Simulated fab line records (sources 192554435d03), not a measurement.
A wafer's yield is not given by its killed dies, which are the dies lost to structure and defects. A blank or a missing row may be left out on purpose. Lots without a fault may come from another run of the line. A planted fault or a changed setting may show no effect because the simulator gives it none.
Chamber matching | flow n5_finfet | N5_BEOL_M5_PRE_CLEAN_77 on cvd_co-01: 3 sister chambers
The step time 15 s. 39 wafers are shown with their chamber, then 12 later ones without.

== WAFERS, EACH WITH ITS CHAMBER ==
wafer  | chamber | heater_power_w (W) | rf_fwd_power_W (W)
L075.1 | 1       | 81                 | 294.0
L075.2 | 0       | 84                 | 295.9
L075.3 | 2       | 85                 | 295.0
L075.4 | 1       | 80                 | 294.4
L075.5 | 2       | 85                 | 294.9
L075.6 | 0       | 82                 | 296.8
L074.2 | 1       | 79                 | 294.5
L074.3 | 0       | 83                 | 297.7
L074.4 | 1       | 77                 | 294.2
L076.2 | 0       | 81                 | 297.6
L076.3 | 2       | 83                 | 293.7
L076.5 | 1       | 78                 | 294.7
L077.2 | 1       | 79                 | 294.3
L077.4 | 0       | 82                 | 296.4
L077.5 | 2       | 83                 | 294.5
L078.2 | 1       | 81                 | 296.0
L078.5 | 0       | 83                 | 296.2
L078.6 | 1       | 79                 | 295.5
L081.3 | 1       | 79                 | 295.9
L081.5 | 0       | 84                 | 295.6
L081.6 | 2       | 81                 | 294.6
L082.1 | 2       | 85                 | 294.6
L082.2 | 0       | 83                 | 297.5
L082.3 | 1       | 80                 | 296.4
L080.4 | 2       | 85                 | 295.6
L080.5 | 0       | 83                 | 297.0
L080.6 | 1       | 78                 | 295.6
L086.1 | 2       | 86                 | 294.9
L086.2 | 0       | 80                 | 297.7
L086.4 | 2       | 86                 | 293.6
L084.3 | 2       | 86                 | 293.9
L084.4 | 1       | 78                 | 294.1
L084.6 | 2       | 85                 | 295.4
L088.2 | 0       | 83                 | 296.3
L088.3 | 1       | 81                 | 293.7
L088.6 | 1       | 78                 | 292.9
L089.1 | 2       | 85                 | 293.7
L089.2 | 1       | 79                 | 293.9
L089.3 | 0       | 82                 | 298.5

SIGNATURES (means of the wafers above)
reading        | chamber 0 | chamber 1 | chamber 2 | scatter within a chamber
heater_power_w | 82.50     | 79.13     | 84.58     | 1.31
rf_fwd_power_W | 296.933   | 294.673   | 294.533   | 0.87
Rule: for a wafer and a chamber, the distance is found by dividing, reading by reading, the gap between the wafer's reading and the chamber's mean by the reading's scatter, squaring, summing and taking the root. The wafer belongs to the nearest chamber; if the next one is less than 2 further off, it can't be placed. The scatter: the root of (the sum of the squares of (reading less its chamber's mean) over the shown wafers, divided by (wafers less chambers)).

== WAFERS WITHOUT THEIR CHAMBER ==
wafer  | heater_power_w (W) | rf_fwd_power_W (W)
L091.1 | 79                 | 293.4
L091.2 | 83                 | 298.4
L091.6 | 85                 | 298.0
L093.1 | 80                 | 293.4
L093.5 | 84                 | 294.7
L093.6 | 79                 | 293.8
L094.3 | 85                 | 298.4
L094.4 | 87                 | 294.2
L094.6 | 84                 | 297.0
L095.2 | 81                 | 295.7
L095.3 | 86                 | 295.0
L095.6 | 80                 | 294.8

== WHICH CHAMBER EACH WENT THROUGH ==
wafer  | from the rows above          | in truth
L091.1 | 1                            | 1
L091.2 | 0                            | 0
L091.6 | can't be placed: 0 or 2      | 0
L093.1 | 1                            | 1
L093.5 | 2                            | 2
L093.6 | 1                            | 1
L094.3 | can't be placed: 0 or 2      | 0
L094.4 | 2                            | 2
L094.6 | can't be placed: 0 or 2      | 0
L095.2 | can't be placed: 0 or 1 or 2 | 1
L095.3 | 2                            | 2
L095.6 | 1                            | 1
8 of 12 placed correctly. From these rows, 4 cannot be placed; in 4 the true chamber is one of the candidates. 0 placed wrongly.
